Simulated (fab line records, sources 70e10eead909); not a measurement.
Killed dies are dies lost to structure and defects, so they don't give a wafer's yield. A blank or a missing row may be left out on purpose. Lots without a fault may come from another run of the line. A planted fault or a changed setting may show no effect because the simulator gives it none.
Which tool did it? | flow nand_harc | 22 lots, 66 wafers sampled, at 6 steps of a route of 1159

WHAT THE GAUGES READ, wafer by wafer
The record holds no reading of a measuring or inspecting step that can be judged against a usual standard deviation.

WHICH TOOL RAN EACH LOT (tool, then ch and the chambers of the sampled wafers, then the start)
lot  | NHARC_P_STI_ETCH_42               | NHARC_P_STI_ETCH_15             | NHARC_P_GATE_DESCUM_61             | NHARC_P_M0_DEP_32               | NHARC_P_M1_CMP_23             | NHARC_P_M2_ETCH_35
L075 | rie_diel-11 ch 1,2,3, day 2 14:13 | rie_si-01 ch 2,3, day 2 14:24   | rie_diel-07 ch 2,3, day 5 15:24    | pecvd-02 ch 0,1,2, day 6 20:26  | cmp-02 ch 2,3, day 6 23:49    | rie_diel-11 ch 0,2,3, day 7 02:05
L076 | rie_diel-10 ch 1,2,3, day 2 23:22 | rie_si-05 ch 0,2,3, day 2 23:34 | rie_diel-13 ch 1,2, day 5 21:37    | pecvd-01 ch 1,2, day 6 19:47    | cmp-04 ch 0,3, day 6 23:19    | rie_diel-13 ch 1,2, day 7 01:35
L077 | rie_diel-11 ch 0,3, day 3 07:21   | rie_si-01 ch 2,3, day 3 07:34   | rie_diel-13 ch 0,3, day 5 21:56    | pecvd-01 ch 0,1,2, day 6 20:34  | cmp-04 ch 1,2,3, day 7 00:12  | rie_diel-13 ch 1,2,3, day 7 02:24
L078 | rie_diel-10 ch 1,2, day 3 10:56   | rie_si-02 ch 0,1,2, day 3 11:09 | rie_diel-13 ch 0,1,3, day 6 03:45  | pecvd-02 ch 0,1, day 7 02:01    | cmp-01 ch 0,2,3, day 7 05:53  | rie_diel-13 ch 1,2,3, day 7 08:02
L079 | rie_diel-04 ch 1,2,3, day 3 17:11 | rie_si-02 ch 0,1,3, day 3 17:24 | rie_diel-13 ch 1,2, day 6 12:42    | pecvd-04 ch 0,1,2, day 7 06:59  | cmp-04 ch 0,1,2, day 7 10:29  | rie_diel-11 ch 1,2,3, day 7 12:30
L080 | rie_diel-04 ch 0,1,3, day 4 04:25 | rie_si-01 ch 1,3, day 4 04:36   | rie_diel-13 ch 0,1, day 6 19:46    | pecvd-01 ch 0,2, day 7 11:46    | cmp-02 ch 2,3, day 7 15:26    | rie_diel-01 ch 0,3, day 7 17:31
L081 | rie_diel-11 ch 0,1,2, day 4 04:34 | rie_si-02 ch 0,2,3, day 4 04:47 | rie_diel-07 ch 0,1,2, day 6 22:08  | pecvd-04 ch 1,2, day 7 13:11    | cmp-01 ch 0,2,3, day 7 16:47  | rie_diel-01 ch 2,3, day 7 18:51
L083 | rie_diel-10 ch 1,3, day 4 15:17   | rie_si-02 ch 1,3, day 4 15:29   | rie_diel-13 ch 1,2,3, day 7 16:19  | pecvd-02 ch 1,2, day 8 12:44    | cmp-04 ch 2,3, day 9 00:52    | rie_diel-01 ch 2,3, day 9 02:53
L084 | rie_diel-04 ch 0,2, day 5 00:55   | rie_si-01 ch 0,1,3, day 5 01:05 | rie_diel-13 ch 0,1,3, day 7 16:08  | pecvd-01 ch 0,1, day 8 12:28    | cmp-04 ch 0,1,3, day 8 16:52  | rie_diel-13 ch 0,1,2, day 8 18:57
L085 | rie_diel-11 ch 1,2, day 5 05:09   | rie_si-02 ch 0,2,3, day 5 05:23 | rie_diel-01 ch 0,2, day 8 13:56    | pecvd-02 ch 0,1,2, day 9 04:38  | cmp-04 ch 0,3, day 9 08:09    | rie_diel-11 ch 0,3, day 9 10:19
L086 | rie_diel-11 ch 1,2,3, day 5 13:16 | rie_si-02 ch 0,1,2, day 5 13:29 | rie_diel-13 ch 1,2,3, day 8 14:42  | pecvd-01 ch 1,2, day 9 05:50    | cmp-04 ch 0,1,2, day 9 09:16  | rie_diel-11 ch 2,3, day 9 11:22
L088 | rie_diel-11 ch 0,1,2, day 5 20:31 | rie_si-05 ch 1,3, day 5 20:43   | rie_diel-13 ch 0,3, day 8 14:17    | pecvd-01 ch 1,2, day 9 04:59    | cmp-01 ch 0,1,3, day 9 08:31  | rie_diel-01 ch 1,3, day 9 10:50
L087 | rie_diel-10 ch 0,1,3, day 5 20:41 | rie_si-02 ch 0,1,2, day 5 20:53 | rie_diel-07 ch 0,1,3, day 8 21:05  | pecvd-02 ch 0,1, day 9 18:30    | cmp-02 ch 1,2,3, day 9 22:01  | rie_diel-11 ch 1,2,3, day 10 00:10
L089 | rie_diel-04 ch 0,2,3, day 6 05:38 | rie_si-02 ch 0,2,3, day 6 05:50 | rie_diel-07 ch 1,2,3, day 9 01:25  | pecvd-02 ch 0,1,2, day 9 23:42  | cmp-02 ch 0,3, day 10 03:14   | rie_diel-11 ch 0,2,3, day 10 05:17
L090 | rie_diel-10 ch 0,1,3, day 6 11:25 | rie_si-05 ch 2,3, day 6 11:37   | rie_diel-13 ch 1,2, day 9 02:18    | pecvd-02 ch 0,1,2, day 10 01:02 | cmp-01 ch 0,3, day 10 05:01   | rie_diel-11 ch 0,1,2, day 10 07:10
L092 | rie_diel-11 ch 2,3, day 6 21:43   | rie_si-02 ch 0,1,3, day 6 21:57 | rie_diel-13 ch 0,1,2, day 9 21:08  | pecvd-01 ch 0,1,2, day 10 12:23 | cmp-02 ch 2,3, day 10 15:52   | rie_diel-01 ch 0,1,2, day 10 17:59
L091 | rie_diel-10 ch 0,1,2, day 6 21:53 | rie_si-05 ch 0,2,3, day 6 22:05 | rie_diel-13 ch 1,2,3, day 9 20:38  | pecvd-02 ch 0,1, day 10 11:44   | cmp-02 ch 1,2,3, day 10 15:16 | rie_diel-11 ch 1,2,3, day 10 17:22
L093 | rie_diel-11 ch 0,2,3, day 7 05:15 | rie_si-01 ch 1,2,3, day 7 05:26 | rie_diel-13 ch 1,2,3, day 10 03:55 | pecvd-04 ch 1,2, day 10 19:37   | cmp-01 ch 0,1,2, day 10 23:05 | rie_diel-01 ch 1,2,3, day 11 01:29
L094 | rie_diel-10 ch 0,1,3, day 7 12:22 | rie_si-05 ch 1,2, day 7 12:33   | rie_diel-13 ch 2,3, day 10 04:23   | pecvd-02 ch 0,1,2, day 10 20:07 | cmp-04 ch 1,2,3, day 10 23:34 | rie_diel-13 ch 1,2, day 11 01:54
L096 | rie_diel-11 ch 0,2,3, day 7 22:26 | rie_si-02 ch 0,1, day 7 22:37   | rie_diel-13 ch 0,1, day 10 20:43   | pecvd-04 ch 0,1, day 11 14:19   | cmp-01 ch 0,1, day 11 17:56   | rie_diel-11 ch 0,1,2, day 11 19:55
L095 | rie_diel-04 ch 0,2,3, day 7 22:35 | rie_si-05 ch 1,2, day 7 22:47   | rie_diel-01 ch 0,2,3, day 10 20:24 | pecvd-04 ch 0,1, day 11 13:52   | cmp-01 ch 1,2,3, day 11 17:27 | rie_diel-11 ch 0,2,3, day 11 19:32
L097 | rie_diel-10 ch 1,2,3, day 8 06:59 | rie_si-05 ch 0,1,2, day 8 07:11 | rie_diel-13 ch 0,1,3, day 11 01:38 | pecvd-04 ch 0,1,2, day 11 21:12 | cmp-04 ch 1,2,3, day 12 00:48 | rie_diel-11 ch 0,1,2, day 12 02:57
- NHARC_P_STI_ETCH_42: etches the open film in N2/H2, target depth 80 nm, overetch 24 nm, time 61 s.
- NHARC_P_STI_ETCH_15: etches the open film in HBr/Cl2, target depth 300 nm, time 100.1 s.
- NHARC_P_GATE_DESCUM_61: chemistry O2, time 3 s.
- NHARC_P_M0_DEP_32: deposits SiCN, target thk 30 nm.
- NHARC_P_M1_CMP_23: polishes, t overpolish 20 s, target thk 157.82 nm.
- NHARC_P_M2_ETCH_35: etches the open film in N2/H2, target depth 40 nm, overetch 12 nm, time 43.94 s.

WHAT THE TOOLS THEMSELVES READ (means of the sampled wafers that have a number; where no wafer has one, the mark that the record gives instead)
NHARC_P_STI_ETCH_42. Usual: drypump_motor_current_A 5.6 A, standard deviation 0.42; oes_product_au 0.998 a.u., standard deviation 0.012; rf_fwd_power_W 395.5 W, standard deviation 1.7; rf_vpp_V 431 V, standard deviation 3.1; showerhead_plenum_p_Torr 2.05 Torr, standard deviation 0.11; throttle_valve_pct 14.172 %, standard deviation 0.0093.
lot  | tool        | drypump_motor_current_A (A) | oes_product_au (a.u.) | rf_fwd_power_W (W) | rf_vpp_V (V) | showerhead_plenum_p_Torr (Torr) | throttle_valve_pct (%) | flag
L075 | rie_diel-11 | 5.7                         | 1.006                 | 394.9              | 432          | 2.06                            | 14.185                 |
L076 | rie_diel-10 | 5.7                         | 0.996                 | 395.4              | 433          | 2.14                            | 14.171                 |
L077 | rie_diel-11 | 5.9                         | 0.989                 | 395.9              | 432          | 2.09                            | 14.173                 |
L078 | rie_diel-10 | 5.5                         | 0.989                 | 396.4              | 435          | 2.18                            | 14.170                 |
L079 | rie_diel-04 | 5.8                         | 1.009                 | 393.3              | 430          | 1.98                            | 14.168                 |
L080 | rie_diel-04 | 5.6                         | 0.991                 | 397.1              | 431          | 2.05                            | 14.169                 |
L081 | rie_diel-11 | 5.6                         | 1.010                 | 393.6              | 428          | 1.96                            | 14.171                 |
L083 | rie_diel-10 | 5.9                         | 0.995                 | 395.0              | 433          | 2.10                            | 14.173                 |
L084 | rie_diel-04 | 5.6                         | 1.002                 | 395.0              | 431          | 2.05                            | 14.180                 |
L085 | rie_diel-11 | 5.6                         | 1.018                 | 393.8              | 429          | 1.97                            | 14.164                 |
L086 | rie_diel-11 | 5.7                         | 1.008                 | 394.9              | 431          | 2.06                            | 14.168                 |
L088 | rie_diel-11 | 5.6                         | 0.999                 | 395.0              | 429          | 1.96                            | 14.167                 |
L087 | rie_diel-10 | 5.4                         | 0.999                 | 395.8              | 432          | 2.06                            | 14.168                 |
L089 | rie_diel-04 | 5.5                         | 1.004                 | 395.6              | 431          | 2.05                            | 14.173                 |
L090 | rie_diel-10 | 5.4                         | 0.994                 | 394.9              | 431          | 2.06                            | 14.167                 |
L092 | rie_diel-11 | 5.8                         | 1.002                 | 394.9              | 430          | 2.02                            | 14.174                 |
L091 | rie_diel-10 | 5.2                         | 0.982                 | 397.2              | 432          | 2.10                            | 14.168                 |
L093 | rie_diel-11 | 5.8                         | 1.003                 | 396.1              | 430          | 2.01                            | 14.172                 |
L094 | rie_diel-10 | 5.4                         | 0.994                 | 396.3              | 431          | 2.06                            | 14.169                 |
L096 | rie_diel-11 | 5.8                         | 1.002                 | 395.9              | 429          | 2.01                            | 14.181                 |
L095 | rie_diel-04 | 5.5                         | 0.995                 | 396.5              | 430          | 2.05                            | 14.182                 |
L097 | rie_diel-10 | 5.7                         | 0.988                 | 395.0              | 434          | 2.14                            | 14.172                 |

NHARC_P_STI_ETCH_15. Usual: drypump_motor_current_A 5.5 A, standard deviation 0.44; oes_product_au 1.000 a.u., standard deviation 0.0097; rf_fwd_power_W 397.4 W, standard deviation 1.5; throttle_valve_pct 26.405 %, standard deviation 0.0082.
lot  | tool      | drypump_motor_current_A (A) | oes_product_au (a.u.) | rf_fwd_power_W (W) | throttle_valve_pct (%) | flag
L075 | rie_si-01 | 5.1                         | 1.019                 | 397.5              | 26.405                 |
L076 | rie_si-05 | 5.5                         | 1.010                 | 397.2              | 26.396                 |
L077 | rie_si-01 | 5.1                         | 1.014                 | 397.8              | 26.404                 |
L078 | rie_si-02 | 6.0                         | 1.000                 | 398.8              | 26.400                 |
L079 | rie_si-02 | 5.8                         | 0.996                 | 398.5              | 26.408                 |
L080 | rie_si-01 | 5.0                         | 1.003                 | 398.5              | 26.406                 |
L081 | rie_si-02 | 5.9                         | 1.001                 | 398.7              | 26.409                 |
L083 | rie_si-02 | 5.4                         | 0.987                 | 397.0              | 26.404                 |
L084 | rie_si-01 | 5.1                         | 0.999                 | 397.1              | 26.405                 |
L085 | rie_si-02 | 5.9                         | 0.992                 | 396.2              | 26.409                 |
L086 | rie_si-02 | 6.0                         | 1.000                 | 397.3              | 26.411                 |
L088 | rie_si-05 | 5.3                         | 0.999                 | 395.7              | 26.406                 |
L087 | rie_si-02 | 6.0                         | 0.998                 | 398.2              | 26.409                 |
L089 | rie_si-02 | 5.9                         | 1.002                 | 396.8              | 26.394                 |
L090 | rie_si-05 | 5.6                         | 0.999                 | 397.5              | 26.402                 |
L092 | rie_si-02 | 5.8                         | 1.003                 | 397.8              | 26.412                 |
L091 | rie_si-05 | 5.4                         | 0.989                 | 396.1              | 26.407                 |
L093 | rie_si-01 | 5.1                         | 0.998                 | 396.3              | 26.401                 |
L094 | rie_si-05 | 5.4                         | 0.996                 | 398.8              | 26.401                 |
L096 | rie_si-02 | 5.9                         | 0.999                 | 398.4              | 26.409                 |
L095 | rie_si-05 | 5.3                         | 1.005                 | 398.5              | 26.399                 |
L097 | rie_si-05 | 5.4                         | 1.006                 | 396.7              | 26.402                 |

NHARC_P_GATE_DESCUM_61. Usual: drypump_motor_current_A 5.7 A, standard deviation 0.36; oes_product_au 0.998 a.u., standard deviation 0.0098; rf_vpp_V 57.6 V, standard deviation 0.8; showerhead_plenum_p_Torr 1.88 Torr, standard deviation 0.067; throttle_valve_pct 11.312 %, standard deviation 0.0087.
lot  | tool        | drypump_motor_current_A (A) | oes_product_au (a.u.) | rf_vpp_V (V) | showerhead_plenum_p_Torr (Torr) | throttle_valve_pct (%) | flag
L075 | rie_diel-07 | 5.7                         | 0.994                 | 58.0         | 1.94                            | 11.314                 |
L076 | rie_diel-13 | 5.7                         | 1.000                 | 57.6         | 1.84                            | 11.320                 |
L077 | rie_diel-13 | 5.5                         | 1.010                 | 57.6         | 1.88                            | 11.320                 |
L078 | rie_diel-13 | 5.6                         | 1.012                 | 57.4         | 1.88                            | 11.316                 |
L079 | rie_diel-13 | 5.6                         | 0.997                 | 57.6         | 1.84                            | 11.312                 |
L080 | rie_diel-13 | 5.3                         | 0.997                 | 57.3         | 1.83                            | 11.302                 |
L081 | rie_diel-07 | 5.8                         | 0.995                 | 58.4         | 1.97                            | 11.307                 |
L083 | rie_diel-13 | 5.8                         | 0.998                 | 58.3         | 1.89                            | 11.310                 |
L084 | rie_diel-13 | 5.5                         | 0.996                 | 57.0         | 1.88                            | 11.313                 |
L085 | rie_diel-01 | 6.5                         | 1.003                 | 56.9         | 1.86                            | 11.321                 |
L086 | rie_diel-13 | 5.8                         | 0.995                 | 58.0         | 1.89                            | 11.311                 |
L088 | rie_diel-13 | 5.5                         | 0.998                 | 57.5         | 1.87                            | 11.317                 |
L087 | rie_diel-07 | 5.6                         | 0.990                 | 57.8         | 1.96                            | 11.312                 |
L089 | rie_diel-07 | 5.6                         | 0.994                 | 58.0         | 1.92                            | 11.311                 |
L090 | rie_diel-13 | 5.7                         | 0.990                 | 57.8         | 1.84                            | 11.309                 |
L092 | rie_diel-13 | 5.5                         | 0.997                 | 57.7         | 1.83                            | 11.315                 |
L091 | rie_diel-13 | 5.8                         | 1.000                 | 57.8         | 1.88                            | 11.310                 |
L093 | rie_diel-13 | 5.8                         | 0.999                 | 57.4         | 1.88                            | 11.314                 |
L094 | rie_diel-13 | 6.0                         | 1.009                 | 57.4         | 1.88                            | 11.320                 |
L096 | rie_diel-13 | 5.3                         | 0.997                 | 57.1         | 1.82                            | 11.313                 |
L095 | rie_diel-01 | 6.0                         | 0.993                 | 57.6         | 1.88                            | 11.310                 |
L097 | rie_diel-13 | 5.6                         | 0.986                 | 57.9         | 1.87                            | 11.314                 |

NHARC_P_M0_DEP_32. Usual: heater_power_w 569 W, standard deviation 84; rf_fwd_power_W 449.2 W, standard deviation 1.4.
lot  | tool     | heater_power_w (W) | rf_fwd_power_W (W) | flag
L075 | pecvd-02 | 629                | 448.8              |
L076 | pecvd-01 | 486                | 448.9              |
L077 | pecvd-01 | 531                | 448.5              |
L078 | pecvd-02 | 610                | 449.3              |
L079 | pecvd-04 | 536                | 449.7              |
L080 | pecvd-01 | 612                | 447.8              |
L081 | pecvd-04 | 470                | 448.4              |
L083 | pecvd-02 | 553                | 448.3              |
L084 | pecvd-01 | 595                | 447.5              |
L085 | pecvd-02 | 622                | 449.6              |
L086 | pecvd-01 | 478                | 447.0              |
L088 | pecvd-01 | 508                | 449.4              |
L087 | pecvd-02 | 681                | 450.3              |
L089 | pecvd-02 | 617                | 449.6              |
L090 | pecvd-02 | 636                | 448.9              |
L092 | pecvd-01 | 560                | 449.3              |
L091 | pecvd-02 | 674                | 449.4              |
L093 | pecvd-04 | 500                | 450.9              |
L094 | pecvd-02 | 638                | 450.3              |
L096 | pecvd-04 | 497                | 450.3              |
L095 | pecvd-04 | 460                | 449.6              |
L097 | pecvd-04 | 503                | 450.9              |

NHARC_P_M1_CMP_23. Usual: motor_current_A 12.2 A, standard deviation 1.2; pad_life_wafers 295, standard deviation 170; time_to_endpoint_s 29.8 s, standard deviation 2.4.
lot  | tool   | motor_current_A (A) | pad_life_wafers | time_to_endpoint_s (s) | flag
L075 | cmp-02 | 11.1                | 48              | 30.2                   |
L076 | cmp-04 | 12.2                | 174             | 31.2                   |
L077 | cmp-04 | 11.8                | 182             | 32.1                   |
L078 | cmp-01 | 12.8                | 344             | 31.3                   |
L079 | cmp-04 | 12.3                | 248             | 31.6                   |
L080 | cmp-02 | 11.2                | 176             | 30.6                   |
L081 | cmp-01 | 13.1                | 410             | 32.1                   |
L083 | cmp-04 | 12.0                | 450             | 26.0                   |
L084 | cmp-04 | 11.7                | 422             | 30.8                   |
L085 | cmp-04 | 12.6                | 506             | 29.1                   |
L086 | cmp-04 | 12.1                | 519             | 28.8                   |
L088 | cmp-01 | 12.8                | 92              | 32.0                   |
L087 | cmp-02 | 11.7                | 481             | 28.4                   |
L089 | cmp-02 | 13.1                | 522             | 28.6                   |
L090 | cmp-01 | 13.5                | 234             | 30.4                   |
L092 | cmp-02 | 12.8                | 13              | 26.8                   |
L091 | cmp-02 | 12.1                | 8               | 29.1                   |
L093 | cmp-01 | 12.5                | 343             | 29.1                   |
L094 | cmp-04 | 12.0                | 188             | 29.4                   |
L096 | cmp-01 | 13.0                | 470             | 31.2                   |
L095 | cmp-01 | 12.5                | 464             | 30.9                   |
L097 | cmp-04 | 11.7                | 343             | 27.3                   |

NHARC_P_M2_ETCH_35. Usual: drypump_motor_current_A 5.7 A, standard deviation 0.38; oes_product_au 0.999 a.u., standard deviation 0.011; rf_fwd_power_W 394.4 W, standard deviation 2.1; rf_vpp_V 429.6 V, standard deviation 2.9; showerhead_plenum_p_Torr 2.01 Torr, standard deviation 0.1; throttle_valve_pct 14.171 %, standard deviation 0.0085.
lot  | tool        | drypump_motor_current_A (A) | oes_product_au (a.u.) | rf_fwd_power_W (W) | rf_vpp_V (V) | showerhead_plenum_p_Torr (Torr) | throttle_valve_pct (%) | flag
L075 | rie_diel-11 | 5.8                         | 1.004                 | 395.0              | 429.4        | 2.01                            | 14.168                 |
L076 | rie_diel-13 | 5.8                         | 1.005                 | 395.4              | 428.7        | 1.97                            | 14.172                 |
L077 | rie_diel-13 | 5.8                         | 0.999                 | 395.0              | 429.4        | 2.01                            | 14.171                 |
L078 | rie_diel-13 | 5.8                         | 1.002                 | 395.1              | 431.0        | 2.01                            | 14.173                 |
L079 | rie_diel-11 | 5.7                         | 1.011                 | 393.7              | 430.8        | 2.06                            | 14.181                 |
L080 | rie_diel-01 | 5.8                         | 0.980                 | 395.8              | 429.3        | 1.98                            | 14.174                 |
L081 | rie_diel-01 | 5.8                         | 0.980                 | 396.2              | 432.0        | 2.08                            | 14.172                 |
L083 | rie_diel-01 | 5.8                         | 1.001                 | 395.9              | 431.9        | 2.08                            | 14.175                 |
L084 | rie_diel-13 | 5.5                         | 0.988                 | 395.7              | 427.8        | 1.96                            | 14.171                 |
L085 | rie_diel-11 | 5.9                         | 0.995                 | 397.0              | 432.5        | 2.09                            | 14.181                 |
L086 | rie_diel-11 | 5.9                         | 1.004                 | 396.6              | 432.7        | 2.10                            | 14.170                 |
L088 | rie_diel-01 | 5.3                         | 0.980                 | 396.3              | 428.5        | 1.99                            | 14.171                 |
L087 | rie_diel-11 | 5.7                         | 1.005                 | 395.5              | 430.6        | 2.06                            | 14.161                 |
L089 | rie_diel-11 | 5.8                         | 0.997                 | 395.1              | 429.4        | 2.01                            | 14.168                 |
L090 | rie_diel-11 | 5.6                         | 1.004                 | 392.2              | 427.4        | 1.96                            | 14.171                 |
L092 | rie_diel-01 | 5.9                         | 1.006                 | 395.8              | 429.5        | 1.98                            | 14.171                 |
L091 | rie_diel-11 | 5.7                         | 1.002                 | 391.9              | 430.7        | 2.06                            | 14.168                 |
L093 | rie_diel-01 | 5.5                         | 0.990                 | 394.9              | 430.0        | 2.02                            | 14.175                 |
L094 | rie_diel-13 | 5.8                         | 0.999                 | 394.1              | 429.0        | 1.96                            | 14.171                 |
L096 | rie_diel-11 | 5.6                         | 0.996                 | 392.8              | 427.8        | 1.96                            | 14.169                 |
L095 | rie_diel-11 | 5.8                         | 0.995                 | 393.1              | 429.5        | 2.01                            | 14.163                 |
L097 | rie_diel-11 | 5.6                         | 1.000                 | 391.4              | 428.5        | 1.96                            | 14.169                 |

THE ANSWER, worked out from the rows above alone
Rule: a lot is off if the mean of its wafers that have a number lies more than 3 standard deviations from the usual mean. A lot without any number at a reading at which 4 lots or more have one is off too. The other lots that the step has rows for count as sound. The gauges are gone through in route order, then the tools' own readings, and for those a lot's mean is taken as printed above. The first step at which some lot is off is used, and at that step the reading that is off furthest; a lot without a number counts as furthest.
No lot is off at any reading shown: from this, nothing can be told.

WHAT THE SIMULATOR HAD PUT IN
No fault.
